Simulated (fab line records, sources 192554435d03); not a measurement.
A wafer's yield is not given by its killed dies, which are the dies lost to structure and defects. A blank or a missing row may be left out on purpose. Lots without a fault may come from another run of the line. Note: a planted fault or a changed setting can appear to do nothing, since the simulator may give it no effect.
Matching of chambers -- flow n5-finfet -- N5_BEOL_M9_STRIP_67 on rie-diel-03: 4 sister chambers
The step strips in CF4. 4 wafers are shown with their chamber, then 12 later ones without.

== EACH WAFER AND ITS CHAMBER ==
wafer,chamber,drypump-motor-current-A (A)
L093.5,0,6.1
L092.1,3,5.2
L092.2,1,5.8
L092.3,2,6.3

== WAFERS WHOSE CHAMBER IS MISSING ==
wafer,drypump-motor-current-A (A)
L092.4,6.1
L092.5,5.2
L092.6,6.2
L096.2,5.8
L096.3,6.2
L096.4,5.2
L097.1,6.1
L097.2,5.2
L097.3,6.3
L097.4,5.8
L097.5,5.8
L097.6,6.2

== WHICH CHAMBER EACH WENT THROUGH ==
wafer,from the rows above,in truth
L092.4,0,0
L092.5,3,3
L092.6,can't be placed: 2 or 0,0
L096.2,1,1
L096.3,can't be placed: 2 or 0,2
L096.4,3,3
L097.1,0,0
L097.2,3,3
L097.3,2,2
L097.4,1,1
L097.5,1,1
L097.6,can't be placed: 2 or 0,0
Correct placement for 9 of the 12. Unplaceable from these rows: 3, with the true chamber sitting among the candidates in 3. Number placed wrongly: 0.
How it was worked out, from the rows above alone: a wafer's distance from a chamber is the root of the sum, over the readings, of the square of ((its reading less the chamber's mean) divided by the reading's scatter). If the next closest chamber is less than 2 further off than the closest, the wafer can't be placed; otherwise it belongs to the closest. Each chamber's mean is taken over the wafers shown for it. The scatter (one wafer shown for each chamber): square how far every hidden wafer sits from the nearest shown wafer, average those squares and take the square root.
